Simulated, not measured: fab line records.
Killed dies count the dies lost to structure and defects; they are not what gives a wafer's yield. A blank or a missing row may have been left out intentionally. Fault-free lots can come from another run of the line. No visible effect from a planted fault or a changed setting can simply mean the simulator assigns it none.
What tool caused it? -- flow n5Finfet -- 10 lots with 30 wafers sampled at 4 steps, on a route of 1938 steps

WHAT EACH GAUGE READ, for each wafer
No reading from a measuring or inspecting step in the record can be judged against a usual standard deviation.

WHAT TOOL EACH LOT RAN ON (gives the tool, then ch and the chambers of the sampled wafers, and finally the start)
lot,N5_BEOL_M11_SPUTTER_48,N5_BEOL_M12_ETCH_59,N5_BEOL_M12_VIA_ETCH_16,N5_BEOL_M12_STRIP_63
L650,"pvdSputter-02, day 11 09:57","rieDiel-05 ch 1,3, day 11 11:41","rieDiel-05 ch 1,3, day 11 11:44","plasmaAsher-02 ch 0,1, day 11 11:56"
L651,"pvdSputter-01, day 11 14:43","rieDiel-01 ch 1,3, day 11 16:28","rieDiel-01 ch 1,3, day 11 16:32","plasmaAsher-01 ch 0,1, day 11 16:44"
L654,"pvdSputter-03, day 11 23:09","rieDiel-01 ch 1,2, day 12 00:59","rieDiel-01 ch 1,2, day 12 01:03","plasmaAsher-02 ch 0,1, day 12 01:16"
L652,"pvdSputter-02, day 12 02:50","rieDiel-05 ch 1,2, day 12 04:31","rieDiel-05 ch 1,2, day 12 04:35","plasmaAsher-02 ch 0,1, day 12 04:46"
L657,"pvdSputter-02, day 12 16:21","rieDiel-05 ch 2,3, day 12 18:14","rieDiel-05 ch 2,3, day 12 18:17","plasmaAsher-01 ch 0,1, day 12 18:30"
L656,"pvdSputter-03, day 12 20:51","rieDiel-01 ch 0,2,3, day 12 22:44","rieDiel-01 ch 0,2,3, day 12 22:47","plasmaAsher-01 ch 0, day 12 22:59"
L661,"pvdSputter-02, day 13 23:02","rieDiel-01 ch 0,2,3, day 14 00:55","rieDiel-01 ch 0,2,3, day 14 00:59","plasmaAsher-01 ch 0,1, day 14 01:11"
L663,"pvdSputter-02, day 14 02:26","rieDiel-05 ch 0,1,2, day 14 04:10","rieDiel-05 ch 0,1,2, day 14 04:13","plasmaAsher-01 ch 0,1, day 14 04:25"
L670,"pvdSputter-02, day 16 19:11","rieDiel-05 ch 0,2,3, day 16 20:46","rieDiel-05 ch 0,2,3, day 16 20:49","plasmaAsher-01 ch 0,1, day 16 21:01"
L671,"pvdSputter-01, day 17 00:21","rieDiel-05 ch 1,2, day 17 02:49","rieDiel-05 ch 1,2, day 17 02:52","plasmaAsher-01 ch 0,1, day 17 03:04"
- N5_BEOL_M11_SPUTTER_48: material Cu, target thk 12 nm, time 2 s.
- N5_BEOL_M12_ETCH_59: etches BARC in N2/H2, target depth 89 nm, overetch 26.7 nm, time 67.9 s.
- N5_BEOL_M12_VIA_ETCH_16: etches SiOC in C4F8/O2/Ar, target depth 724.8 nm.
- N5_BEOL_M12_STRIP_63: strips in N2/H2.

AS READ BY THE TOOLS THEMSELVES (means over the sampled wafers that have a number; for cases with no such wafer, the mark the record gives instead)
N5_BEOL_M11_SPUTTER_48. Usual: susceptorTempC -20.00 C, standard deviation 0.11; throttleValvePct 29.9 %, standard deviation 1.4.
lot,tool,susceptorTempC (C),throttleValvePct (%),flag
L650,pvdSputter-02,-20.01,31.2,
L651,pvdSputter-01,-19.99,29.9,
L654,pvdSputter-03,-20.02,30.3,
L652,pvdSputter-02,-19.97,32.2,
L657,pvdSputter-02,-19.99,28.9,
L656,pvdSputter-03,-19.94,29.1,
L661,pvdSputter-02,-19.95,29.4,
L663,pvdSputter-02,-20.01,30.2,
L670,pvdSputter-02,-20.02,30.8,
L671,pvdSputter-01,-20.05,29.9,

N5_BEOL_M12_ETCH_59. Usual: drypumpMotorCurrentA 5.7 A, standard deviation 0.48; oesProductAu 0.69 a.u., standard deviation 0.078; rfVppV 525 V, standard deviation 3.3; showerheadPlenumPTorr 2.57 Torr, standard deviation 0.12; throttleValvePct 17.9 %, standard deviation 0.31.
lot,tool,drypumpMotorCurrentA (A),oesProductAu (a.u.),rfVppV (V),showerheadPlenumPTorr (Torr),throttleValvePct (%),flag
L650,rieDiel-05,6.1,0.71,527,2.64,18.0,
L651,rieDiel-01,5.8,0.60,522,2.52,18.2,
L654,rieDiel-01,6.2,0.66,523,2.55,17.9,
L652,rieDiel-05,5.9,0.78,529,2.71,17.7,
L657,rieDiel-05,5.2,0.65,525,2.56,17.8,
L656,rieDiel-01,5.7,0.76,524,2.55,17.5,
L661,rieDiel-01,5.7,0.73,523,2.55,17.6,
L663,rieDiel-05,5.8,0.70,525,2.58,18.0,
L670,rieDiel-05,5.3,0.71,522,2.49,17.8,
L671,rieDiel-05,5.8,0.72,527,2.69,17.8,

N5_BEOL_M12_VIA_ETCH_16. Usual: drypumpMotorCurrentA 5.7 A, standard deviation 0.48; oesProductAu 0.73 a.u., standard deviation 0.088; rfVppV 666 V, standard deviation 4.2; showerheadPlenumPTorr 3.45 Torr, standard deviation 0.15; throttleValvePct 24.20 %, standard deviation 0.24.
lot,tool,drypumpMotorCurrentA (A),oesProductAu (a.u.),rfVppV (V),showerheadPlenumPTorr (Torr),throttleValvePct (%),flag
L650,rieDiel-05,6.1,0.75,667,3.56,24.39,
L651,rieDiel-01,5.8,0.62,664,3.37,24.33,
L654,rieDiel-01,6.2,0.70,665,3.41,24.20,
L652,rieDiel-05,5.8,0.82,671,3.64,24.10,
L657,rieDiel-05,5.2,0.69,667,3.47,24.22,
L656,rieDiel-01,5.7,0.80,666,3.43,23.90,
L661,rieDiel-01,5.7,0.85,666,3.42,23.93,
L663,rieDiel-05,5.8,0.75,666,3.46,24.31,
L670,rieDiel-05,5.3,0.74,664,3.37,24.19,
L671,rieDiel-05,5.8,0.76,671,3.62,24.15,

N5_BEOL_M12_STRIP_63. Usual: drypumpMotorCurrentA 5.6 A, standard deviation 0.32; heaterPowerW 353 W, standard deviation 39; oesProductAu 0.693 a.u., standard deviation 0.0047; stripTimeToEndpointS 42.4 s, standard deviation 0.86; tempC 249.98 C, standard deviation 0.18.
lot,tool,drypumpMotorCurrentA (A),heaterPowerW (W),oesProductAu (a.u.),stripTimeToEndpointS (s),tempC (C),flag
L650,plasmaAsher-02,5.7,333,0.693,42.2,249.93,
L651,plasmaAsher-01,5.5,386,0.693,41.9,249.98,
L654,plasmaAsher-02,5.6,321,0.688,41.9,250.00,
L652,plasmaAsher-02,5.5,320,0.695,42.4,249.90,
L657,plasmaAsher-01,5.7,360,0.691,42.1,249.87,
L656,plasmaAsher-01,5.2,403,0.694,42.0,250.15,
L661,plasmaAsher-01,5.7,356,0.690,40.9,250.12,
L663,plasmaAsher-01,5.5,384,0.695,42.7,250.06,
L670,plasmaAsher-01,5.7,361,0.692,42.6,249.84,
L671,plasmaAsher-01,5.7,359,0.693,42.5,249.98,

THE ANSWER, worked out from the rows above alone
Rule: a lot counts as off when the mean over its wafers that have a number is more than 3 standard deviations away from the usual mean. Also off: a lot with no number at a reading for which 4 or more lots have one. The other lots that the step has rows for count as sound. Order of review: gauges by route order, followed by the tools' own readings, for which a lot's mean as printed above is used. The first step at which some lot is off is used, and at that step the reading that is off furthest; a lot without a number counts as furthest.
No lot is off on any of the readings shown, so nothing can be concluded from this.

WHAT HAD BEEN PUT IN BY THE SIMULATOR
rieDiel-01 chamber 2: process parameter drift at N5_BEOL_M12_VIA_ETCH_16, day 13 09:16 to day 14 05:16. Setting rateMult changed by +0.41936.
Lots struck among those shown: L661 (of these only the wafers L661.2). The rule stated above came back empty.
